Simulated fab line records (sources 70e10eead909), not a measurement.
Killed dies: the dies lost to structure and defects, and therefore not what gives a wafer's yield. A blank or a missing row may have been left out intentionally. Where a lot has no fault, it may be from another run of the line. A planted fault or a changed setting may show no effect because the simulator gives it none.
Which of the tools did it? | flow nandHarc | 13 lots with 39 wafers sampled at 5 steps, on a route of 1302 steps

WHAT THE GAUGES SHOWED, per wafer
NHARC_P_GATE_OVL_MEAS_27. Usual: overlayXNm 0.1 nm, standard deviation 0.77; overlayYNm -0.1 nm, standard deviation 0.77.
lot  | measured     | on         | overlayXNm (nm) | overlayYNm (nm) | flag
L923 | day 5 00:31  | overlay-02 | -0.6 -1.3 -1.0  | 1.2 1.3 1.5     | 
L924 | day 5 15:13  | overlay-01 | 0.5 1.3 1.4     | -0.2 -0.1 -0.4  | 
L925 | day 5 19:46  | overlay-02 | 1.2 0.9 0.8     | 0.3 -0.2 0.1    | 
L926 | day 6 08:47  | overlay-01 | 0.6 0.7 -0.1    | 0.1 -0.6 -0.4   | 
L929 | day 7 10:55  | overlay-01 | 0.1 0.2 -0.4    | -1.1 -0.4 -0.6  | 
L930 | day 8 02:31  | overlay-02 | -0.1 0.8 1.0    | -0.6 -1.2 -0.4  | 
L936 | day 10 14:17 | overlay-01 | -1.3 -0.9 0.0   | 0.0 0.0 -0.6    | 
L937 | day 11 04:44 | overlay-02 | 0.7 1.1 1.0     | 0.0 -0.1 0.0    | 
L938 | day 11 05:00 | overlay-02 | -0.8 -0.9 -1.0  | -0.7 -1.2 -0.4  | 
L939 | day 11 23:20 | overlay-01 | 1.8 1.6 1.9     | -1.8 -1.3 -2.0  | 
L942 | day 13 03:49 | overlay-01 | -0.7 -0.6 -1.2  | 1.0 1.3 0.4     | 
L945 | day 14 04:49 | overlay-02 | 0.1 0.0 0.2     | -0.8 -1.1 -1.4  | 
L946 | day 14 14:49 | overlay-01 | -0.6 -0.8 -0.5  | 0.0 0.2 -0.4    | 

NHARC_END_SORT_01. Usual: killedAtArray 55, standard deviation 20; killedAtOther 1.2, standard deviation 1.3; killedAtPeriphery 4.0, standard deviation 3; killedDies 60, standard deviation 21; killedOpen 3.2, standard deviation 1.9; killedShort 2.5, standard deviation 1.6.
lot  | measured     | on        | killedAtArray | killedAtOther | killedAtPeriphery | killedDies | killedOpen | killedShort | flag
L923 | day 24 14:13 | prober-02 | 58 60 63      | 2 2 2         | 9 10 11           | 69 72 76   | 4 3 5      | 3 0 0       | 
L924 | day 25 07:35 | prober-01 | 73 68 57      | 0 2 2         | 5 3 2             | 78 73 61   | 3 3 3      | 4 2 3       | 
L925 | day 25 02:03 | prober-02 | 31 26 22      | 0 0 0         | 2 6 2             | 33 32 24   | 3 5 3      | 1 2 1       | 
L926 | day 25 12:42 | prober-02 | 22 23 19      | 0 0 0         | 11 4 5            | 33 27 24   | 5 7 4      | 1 5 1       | 
L929 | day 26 23:45 | prober-01 | 65 72 70      | 0 0 1         | 4 0 1             | 69 72 72   | 2 1 1      | 2 1 1       | 
L930 | day 27 06:13 | prober-02 | 84 62 75      | 1 0 5         | 0 4 4             | 85 66 84   | 5 4 1      | 3 2 5       | 
L936 | day 30 05:29 | prober-02 | 70 73 67      | 0 0 1         | 3 2 4             | 73 75 72   | 7 3 2      | 2 3 3       | 
L937 | day 30 06:19 | prober-01 | 38 50 47      | 1 1 0         | 6 5 2             | 45 56 49   | 6 6 2      | 2 3 4       | 
L938 | day 30 19:30 | prober-02 | 48 52 55      | 1 3 4         | 4 7 4             | 53 62 63   | 3 3 2      | 6 2 2       | 
L939 | day 31 03:42 | prober-01 | 54 41 49      | 1 1 2         | 2 2 4             | 57 44 55   | 1 6 5      | 4 1 5       | 
L942 | day 32 19:46 | prober-01 | 54 58 64      | 1 0 0         | 0 6 3             | 55 64 67   | 3 2 3      | 2 3 4       | 
L945 | day 33 08:40 | prober-02 | 44 49 55      | 0 1 0         | 2 2 2             | 46 52 57   | 3 1 4      | 2 0 7       | 
L946 | day 33 21:07 | prober-01 | 24 19 19      | 2 0 2         | 4 4 0             | 30 23 21   | 2 7 3      | 1 1 4       | 

WHICH TOOL RAN EACH LOT (tool, then ch and the chambers of the sampled wafers, then the start)
lot  | NHARC_P_GATE_ALD_36              | NHARC_P_GATE_STRIP_111              | NHARC_P_GATE_STRIP_75
L923 | aldSin-04 ch 2,3, day 5 01:52    | plasmaAsher-01 ch 0,1, day 5 12:53  | plasmaAsher-01 ch 0,1, day 5 13:04
L924 | aldSin-03 ch 0,2, day 5 17:42    | plasmaAsher-01 ch 0,1, day 6 03:41  | plasmaAsher-01 ch 0,1, day 6 04:00
L925 | aldSin-02 ch 0,3, day 5 21:06    | plasmaAsher-02 ch 1, day 6 08:03    | plasmaAsher-02 ch 1, day 6 08:22
L926 | aldSin-04 ch 1,2,3, day 6 11:12  | plasmaAsher-01 ch 0,1, day 6 21:11  | plasmaAsher-01 ch 0,1, day 6 21:30
L929 | aldSin-04 ch 1,3, day 7 13:40    | plasmaAsher-02 ch 0,1, day 8 01:18  | plasmaAsher-02 ch 0,1, day 8 01:34
L930 | aldSin-03 ch 2,3, day 8 04:55    | plasmaAsher-01 ch 0,1, day 8 14:56  | plasmaAsher-01 ch 0,1, day 8 15:13
L936 | aldSin-03 ch 0,3, day 10 15:38   | plasmaAsher-01 ch 0,1, day 11 02:49 | plasmaAsher-01 ch 0,1, day 11 03:07
L937 | aldSin-02 ch 1,2,3, day 11 07:08 | plasmaAsher-01 ch 0,1, day 11 17:09 | plasmaAsher-01 ch 0,1, day 11 17:27
L938 | aldSin-04 ch 0,2, day 11 06:22   | plasmaAsher-01 ch 1, day 11 17:31   | plasmaAsher-01 ch 1, day 11 17:50
L939 | aldSin-03 ch 2,3, day 12 00:44   | plasmaAsher-02 ch 0,1, day 12 11:46 | plasmaAsher-02 ch 0,1, day 12 12:02
L942 | aldSin-03 ch 0,1, day 13 05:10   | plasmaAsher-01 ch 0,1, day 13 16:17 | plasmaAsher-01 ch 0,1, day 13 16:33
L945 | aldSin-03 ch 0,3, day 14 06:09   | plasmaAsher-02 ch 0,1, day 14 17:21 | plasmaAsher-02 ch 0,1, day 14 17:37
L946 | aldSin-02 ch 0,2,3, day 14 17:14 | plasmaAsher-02 ch 1, day 15 04:13   | plasmaAsher-02 ch 1, day 15 04:31
- NHARC_P_GATE_ALD_36: deposits SiNx, target thk 20 nm, pulse time 60 s, ald cycles 223.
- NHARC_P_GATE_STRIP_111: strips in N2/H2, time 250 s.
- NHARC_P_GATE_STRIP_75: strips in O2.

WHAT THE TOOLS THEMSELVES READ (means of the sampled wafers that have a number; where no wafer has one, the mark that the record gives instead)
NHARC_P_GATE_ALD_36. Usual: heaterPowerW 821 W, standard deviation 99; precursorPulseHeightRel 1.000, standard deviation 0.021.
lot  | tool      | heaterPowerW (W) | precursorPulseHeightRel | flag
L923 | aldSin-04 | 794              | 0.982                   | 
L924 | aldSin-03 | 772              | 0.990                   | 
L925 | aldSin-02 | 822              | 1.012                   | 
L926 | aldSin-04 | 853              | 1.011                   | 
L929 | aldSin-04 | 840              | 1.008                   | 
L930 | aldSin-03 | 911              | 1.014                   | 
L936 | aldSin-03 | 760              | 1.001                   | 
L937 | aldSin-02 | 804              | 1.005                   | 
L938 | aldSin-04 | 812              | 1.008                   | 
L939 | aldSin-03 | 895              | 0.985                   | 
L942 | aldSin-03 | 723              | 1.010                   | 
L945 | aldSin-03 | 817              | 0.986                   | 
L946 | aldSin-02 | 744              | 1.000                   | 

NHARC_P_GATE_STRIP_111. Usual: drypumpMotorCurrentA 5.3 A, standard deviation 0.34; heaterPowerW 86 W, standard deviation 13.
lot  | tool           | drypumpMotorCurrentA (A) | heaterPowerW (W) | flag
L923 | plasmaAsher-01 | 5.4                      | 98               | 
L924 | plasmaAsher-01 | 5.5                      | 92               | 
L925 | plasmaAsher-02 | 4.8                      | 72               | 
L926 | plasmaAsher-01 | 5.5                      | 90               | 
L929 | plasmaAsher-02 | 5.0                      | 75               | 
L930 | plasmaAsher-01 | 5.4                      | 100              | 
L936 | plasmaAsher-01 | -                        | -                | OFF
L937 | plasmaAsher-01 | -                        | -                | OFF
L938 | plasmaAsher-01 | 5.7                      | 84               | 
L939 | plasmaAsher-02 | 5.0                      | 76               | 
L942 | plasmaAsher-01 | 5.5                      | 91               | 
L945 | plasmaAsher-02 | 5.2                      | 80               | 
L946 | plasmaAsher-02 | 4.8                      | 71               | 

NHARC_P_GATE_STRIP_75. Usual: drypumpMotorCurrentA 5.3 A, standard deviation 0.34; heaterPowerW 320 W, standard deviation 49.
lot  | tool           | drypumpMotorCurrentA (A) | heaterPowerW (W) | flag
L923 | plasmaAsher-01 | 5.4                      | 365              | 
L924 | plasmaAsher-01 | 5.5                      | 339              | 
L925 | plasmaAsher-02 | 4.8                      | 260              | 
L926 | plasmaAsher-01 | 5.6                      | 338              | 
L929 | plasmaAsher-02 | 5.0                      | 280              | 
L930 | plasmaAsher-01 | 5.4                      | 368              | 
L936 | plasmaAsher-01 | 5.6                      | 348              | 
L937 | plasmaAsher-01 | 5.4                      | 373              | 
L938 | plasmaAsher-01 | 5.7                      | 311              | 
L939 | plasmaAsher-02 | 5.0                      | 284              | 
L942 | plasmaAsher-01 | 5.5                      | 344              | 
L945 | plasmaAsher-02 | 5.2                      | 300              | 
L946 | plasmaAsher-02 | 4.8                      | 266              | 

THE ANSWER, worked out from the rows above alone
Rule: lot off if the mean of its wafers having a number is beyond 3 standard deviations from the usual mean. A lot without any number at a reading at which 4 lots or more have one is off too. All remaining lots with rows at the step are treated as sound. After the gauges, taken in route order, come the tools' own readings; for these a lot's mean is taken, as printed above. The first step at which some lot is off is used, and at that step the reading that is off furthest; a lot without a number counts as furthest.
Off: L936, L937, at NHARC_P_GATE_STRIP_111 (drypumpMotorCurrentA). Without a number there: L936, L937.
If a tool, at that step or one of the process steps before it, ran each lot that is off and ran no sound lot following the first of them, it fits. Not one of the candidates tried fits.

WHAT THE SIMULATOR PUT IN
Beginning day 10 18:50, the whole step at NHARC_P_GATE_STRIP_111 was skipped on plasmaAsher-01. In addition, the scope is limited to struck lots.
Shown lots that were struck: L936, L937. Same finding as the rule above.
